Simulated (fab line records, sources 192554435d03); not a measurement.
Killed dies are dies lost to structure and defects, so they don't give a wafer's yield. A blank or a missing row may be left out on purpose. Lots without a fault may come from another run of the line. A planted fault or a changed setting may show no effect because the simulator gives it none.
fab line records | flow n5_finfet
record lots=13 wafers=39 last_day=19
route steps=1938 shown BEOL_M0@726 BEOL_M1@756
lots that met no fault: from a run of the same line without faults
start_h: hours from the record's first day to the start of the lot's first wafer shown | wait_h: hours since the lot's step before | " the same as in the row above | L1.1+2: a row that stands for several wafers | - no value, or no start given | * or withheld: withheld | < > ~ a bound
route shown NAME@n: a module of which the file shows steps, and the number in the route of the first | usual: mean/standard deviation of fault-free wafers | same: alike in all rows | chamber/n: place in a boat | sites: the reading at each site | _std_site: their standard deviation | _edge_site: outer sites' mean less inner sites' | radius_mm: how far each site lies from the wafer's centre | mask NAME#n: copy n | behind: the tool/chamber that last shaped the wafer | hold: why the lot was held/for how many hours/how that ended | device: the transistor (n, p or np) that didn't switch | end of line: the same wafers' tests at the end of the route | a step without rows: its recipe alone | killed: dies lost to structure and defects at the first sort, not the wafer's yield | map: a wafer's dies, x killed, . not, _ none there
set.NAME: the setting as run; set.NAME@STEP: as run at that earlier step | model.NAME: the simulator's own value behind a step, which no gauge read
steps of the route over a sample of lots; a table a step, a row a wafer
services: from which hour (start_h, from the record's first day; less than 0 if before it) a tool's chamber was out of use, for how many hours, and why
## steps
# step N5_BEOL_M0_ETCH_109
# recipe chemistry=CH3F/O2 target_depth_a=80 overetch_a=24 target=SiCN time_s=27.4 ion_energy_ev=120 pressure_mtorr=30 source_w=395 bias_w=75 Ar_flow_sccm=150 CH3F_flow_sccm=30 O2_flow_sccm=20
# usual O2_flow_sccm=20.00/0.062 drypump_motor_current_A=5.9/0.51 mfc_ar_sccm=149.9/0.48 oes_product_au=0.70/0.066 rf_fwd_power_W=392.6/1.3 rf_vpp_V=297.2/1.6 showerhead_plenum_p_Torr=2.00/0.07 throttle_valve_pct=16.30/0.23
# columns lot.wafer tool chamber start_h wait_h O2_flow_sccm drypump_motor_current_A mfc_ar_sccm oes_product_au rf_fwd_power_W rf_hours_counter_h rf_vpp_V showerhead_plenum_p_Torr throttle_valve_pct
L381.1 rie_diel-01 1 132.85 0.0 20.05 6.4 149.6 0.72 391.9 34 296.1 1.96 15.88
L381.2 " 0 " " 19.91 6.2 149.7 0.66 390.7 128 296.2 1.92 16.39
L381.6 " 3 " " 20.09 5.1 150.5 0.65 395.9 - 294.2 1.83 16.10
L384.2 rie_diel-03 2 141.98 0.0 20.09 6.7 149.8 0.74 389.9 46 300.1 2.04 16.43
L384.3 " 0 " " 19.98 6.0 149.9 0.74 393.3 58 296.4 1.95 16.30
L384.6 " 2 " " 20.07 6.7 150.3 0.74 393.5 - 298.5 2.04 16.43
L383.4 rie_diel-05 1 142.91 0.1 20.02 6.2 149.8 0.84 391.1 - 296.8 1.97 16.08
L383.5 " 0 " " 20.13 5.4 149.6 0.73 391.3 - 297.1 2.05 16.22
L383.6 " 2 " " 19.94 5.6 150.2 0.64 394.2 - 298.9 2.07 16.41
L386.2 rie_diel-03 2 153.98 0.0 20.00 6.7 150.0 0.71 394.6 50 298.2 2.04 16.46
L386.4 " 0 " " 20.06 6.0 149.9 0.73 391.4 63 295.4 1.95 16.30
L386.5 " 2 " " 19.96 6.7 150.4 0.73 392.2 - 298.0 2.04 16.43
L385.1 rie_diel-05 1 155.27 0.0 19.91 6.2 150.1 0.81 391.8 10 296.6 1.97 16.09
L385.4 " 0 " " 20.06 5.4 150.4 0.74 394.3 - 297.7 2.05 16.25
L385.6 " 2 " " 20.07 5.6 150.2 0.64 393.2 - 298.2 2.07 16.41
L387.1 rie_diel-01 0 158.88 0.2 20.06 6.2 149.1 0.66 393.9 137 294.2 1.92 16.42
L387.2 " 2 " " 19.98 5.4 149.3 0.61 393.3 198 298.7 2.07 16.46
L387.6 " 1 " " 19.95 6.4 149.6 0.71 391.9 - 296.9 1.95 15.92
L388.1 rie_diel-05 1 163.92 0.0 19.88 6.2 149.7 0.79 391.9 13 296.6 1.96 16.09
L388.3 " 0 " " 19.97 5.3 150.1 0.71 392.4 52 298.3 2.05 16.26
L388.4 " 0 " " 19.97 5.4 149.7 0.71 390.6 - 297.2 2.05 16.24
L390.1 rie_diel-05 0 172.90 0.0 19.94 5.4 149.5 0.71 391.9 54 297.1 2.05 16.25
L390.3 " 2 " " 20.08 5.6 150.2 0.63 393.7 190 298.0 2.07 16.42
L390.4 " 1 " " 19.94 6.2 149.4 0.80 388.0 16 296.8 1.96 16.12
L393.1 rie_diel-01 2 194.77 0.0 20.17 5.4 149.7 0.60 393.7 210 298.6 2.06 16.49
L393.2 " 1 " " 19.89 6.5 150.2 0.69 391.1 55 297.2 1.95 15.95
L393.5 " 0 " " 19.98 6.2 149.9 0.66 392.7 - 294.5 1.92 16.45
L394.2 rie_diel-05 2 208.13 0.0 20.05 5.6 150.1 0.63 392.2 203 298.7 2.06 16.46
L394.3 " 0 " " 20.04 5.3 150.4 0.71 394.1 65 298.6 2.04 16.27
L394.6 " 2 " " 20.05 5.6 150.7 0.63 391.0 - 298.8 2.06 16.45
L395.2 rie_diel-01 3 208.25 0.1 19.98 5.1 150.0 0.65 394.4 171 294.4 1.82 16.13
L395.3 " 2 " " 20.01 5.4 149.6 0.60 390.5 213 298.7 2.06 16.48
L395.5 " 3 " " 20.06 5.1 149.6 0.64 394.9 - 294.7 1.82 16.15
L402.2 rie_diel-03 1 254.29 0.0 19.98 6.5 150.2 0.72 394.0 66 300.1 2.03 16.12
L402.5 " 0 " " 20.04 6.0 150.3 0.69 393.4 - 295.1 1.94 16.37
L402.6 " 3 " " 20.00 5.6 149.5 0.85 394.4 - 297.9 2.05 16.41
L403.1 rie_diel-03 3 255.98 0.0 19.98 5.6 150.4 0.83 392.4 2 297.8 2.05 16.41
L403.5 " 1 " " 19.96 6.5 149.9 0.72 393.0 - 298.3 2.03 16.12
L403.6 " 0 " " 20.06 6.0 150.6 0.70 391.6 - 297.5 1.94 16.38
# step N5_BEOL_M0_DEGAS_112
# recipe ambient=vacuum temp_c=250 time_s=60
# usual heater_power_w=323/28
# columns lot.wafer tool chamber start_h wait_h heater_power_w
L381.1 pvd_sputter-03 - 133.09 0.1 372
L381.2 " - " " 319
L381.6 " - " " 315
L384.2 pvd_sputter-01 - 142.63 0.5 321
L384.3 " - " " 350
L384.6 " - " " 353
L383.4 pvd_sputter-01 - 143.34 0.3 299
L383.5 " - " " 294
L383.6 " - " " 341
L386.2 pvd_sputter-02 - 154.83 0.7 314
L386.4 " - " " 284
L386.5 " - " " 319
L385.1 pvd_sputter-02 - 157.83 2.4 291
L385.4 " - " " 333
L385.6 " - " " 312
L387.1 pvd_sputter-03 - 159.09 0.1 314
L387.2 " - " " 370
L387.6 " - " " 316
L388.1 pvd_sputter-03 - 164.09 0.0 311
L388.3 " - " " 288
L388.4 " - " " 339
L390.1 pvd_sputter-03 - 173.32 0.3 313
L390.3 " - " " 287
L390.4 " - " " 379
L393.1 pvd_sputter-02 - 195.11 0.2 313
L393.2 " - " " 321
L393.5 " - " " 324
L394.2 pvd_sputter-03 - 208.31 0.0 289
L394.3 " - " " 308
L394.6 " - " " 292
L395.2 pvd_sputter-02 - 208.61 0.2 315
L395.3 " - " " 323
L395.5 " - " " 280
L402.2 pvd_sputter-03 - 254.51 0.1 371
L402.5 " - " " 339
L402.6 " - " " 308
L403.1 pvd_sputter-03 - 256.15 0.0 378
L403.5 " - " " 312
L403.6 " - " " 372
# step N5_BEOL_M0_SURFACE_TREAT_137
# recipe gas=Ar time_s=* ion_energy_ev=* ion_current_ma_cm2=0.5 pressure_mtorr=* ar_flow_sccm=30
# usual throttle_valve_pct=*
# columns lot.wafer tool chamber start_h wait_h throttle_valve_pct
L381.1 pvd_sputter-03 - 133.48 0.2 *
L381.2 " - " " *
L381.6 " - " " *
L384.2 pvd_sputter-01 - 143.20 0.3 *
L384.3 " - " " *
L384.6 " - " " *
L383.4 pvd_sputter-01 - 143.94 0.3 *
L383.5 " - " " *
L383.6 " - " " *
L386.2 pvd_sputter-03 - 155.19 0.1 *
L386.4 " - " " *
L386.5 " - " " *
L385.1 pvd_sputter-02 - 158.19 0.2 *
L385.4 " - " " *
L385.6 " - " " *
L387.1 pvd_sputter-01 - 159.45 0.1 *
L387.2 " - " " *
L387.6 " - " " *
L388.1 pvd_sputter-03 - 164.53 0.2 *
L388.3 " - " " *
L388.4 " - " " *
L390.1 pvd_sputter-03 - 173.74 0.2 *
L390.3 " - " " *
L390.4 " - " " *
L393.1 pvd_sputter-02 - 195.46 0.1 *
L393.2 " - " " *
L393.5 " - " " *
L394.2 pvd_sputter-02 - 208.69 0.2 *
L394.3 " - " " *
L394.6 " - " " *
L395.2 pvd_sputter-02 - 209.11 0.3 *
L395.3 " - " " *
L395.5 " - " " *
L402.2 pvd_sputter-03 - 254.83 0.1 *
L402.5 " - " " *
L402.6 " - " " *
L403.1 pvd_sputter-02 - 256.50 0.2 *
L403.5 " - " " *
L403.6 " - " " *
# step N5_BEOL_M1_COAT_62
# recipe resist=SiARC temp_c=220 time_s=60 spin_rpm=1500 resist_thk_nm=12
# usual spin_speed_rpm=1500.1/1
# columns lot.wafer tool chamber start_h wait_h spin_speed_rpm
L381.1 litho_track-03 0 135.46 - 1500.9
L381.2 " 0 " " 1499.9
L381.6 " 0 " " 1499.4
L384.2 litho_track-05 0 145.54 - 1499.7
L384.3 " 0 " " 1499.2
L384.6 " 0 " " 1500.2
L383.4 litho_track-05 0 146.20 - 1499.3
L383.5 " 0 " " 1498.9
L383.6 " 0 " " 1501.4
L386.2 litho_track-03 0 158.22 - 1499.7
L386.4 " 0 " " 1501.2
L386.5 " 0 " " 1500.1
L385.1 litho_track-03 0 162.10 - 1627.0
L385.4 " 0 " " 1629.1
L385.6 " 0 " " 1628.7
L387.1 litho_track-03 0 163.40 - 1624.9
L387.2 " 0 " " 1626.3
L387.6 " 0 " " 1627.4
L388.1 litho_track-03 0 166.57 - 1628.0
L388.3 " 0 " " 1628.4
L388.4 " 0 " " 1627.8
L390.1 litho_track-05 0 175.74 - 1500.3
L390.3 " 0 " " 1500.3
L390.4 " 0 " " 1498.8
L393.1 litho_track-04 0 199.30 - 1500.3
L393.2 " 0 " " 1499.0
L393.5 " 0 " " 1499.8
L394.2 litho_track-05 0 212.55 - 1498.3
L394.3 " 0 " " 1499.9
L394.6 " 0 " " 1498.9
L395.2 litho_track-04 0 212.67 - 1498.8
L395.3 " 0 " " 1499.3
L395.5 " 0 " " 1500.0
L402.2 litho_track-04 0 258.63 - 1500.5
L402.5 " 0 " " 1500.2
L402.6 " 0 " " 1500.9
L403.1 litho_track-04 0 261.86 - 1499.3
L403.5 " 0 " " 1498.7
L403.6 " 0 " " 1499.2
## services
# columns tool chamber start_h hours kind
rie_diel-05 1 116.46 - clean
rie_diel-05 1 116.46 - consumable_replace:focus_ring
rie_diel-05 3 119.45 6.4 repair
litho_track-04 - 125.94 - consumable_replace:filter
rie_diel-05 3 134.83 - clean
rie_diel-05 3 134.83 - consumable_replace:focus_ring
rie_diel-05 3 134.83 29.9 scheduled_down
rie_diel-05 3 134.83 29.9 vent_cycle
rie_diel-03 2 157.49 2.7 repair
litho_track-03 - 202.61 - consumable_replace:filter
pvd_sputter-03 - 205.12 1.6 repair
rie_diel-03 3 227.88 - clean
rie_diel-03 3 227.88 - consumable_replace:focus_ring
rie_diel-03 3 227.88 18.7 scheduled_down
rie_diel-03 3 227.88 18.7 vent_cycle
rie_diel-05 2 229.83 7.1 repair
pvd_sputter-01 - 237.91 1.1 repair
## key
first_sign step=N5_BEOL_M1_COAT_62 reading=spin_speed_rpm direction=up sigmas=99+ usual=* struck=*
effect none on later readings
met_at N5_BEOL_M1_COAT_62
struck_lots L385,L387,L388
rows_end L385.1,L385.4,L385.6,L387.1,L387.2,L387.6,L388.1,L388.3,L388.4
not_acting_at N5_BEOL_M0_ETCH_109,N5_BEOL_M0_DEGAS_112,N5_BEOL_M0_SURFACE_TREAT_137
onset_between 158.22 162.10
fault kind=process_parameter_drift tool=litho_track-03 chamber=- onset_h=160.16 steps=N5_BEOL_M1_COAT_62 channel=spin_rpm offset=* shape=step acts_in=* stated=*
# rows_end: these wafers met a further fault down the route, and their rows from its step on are left out
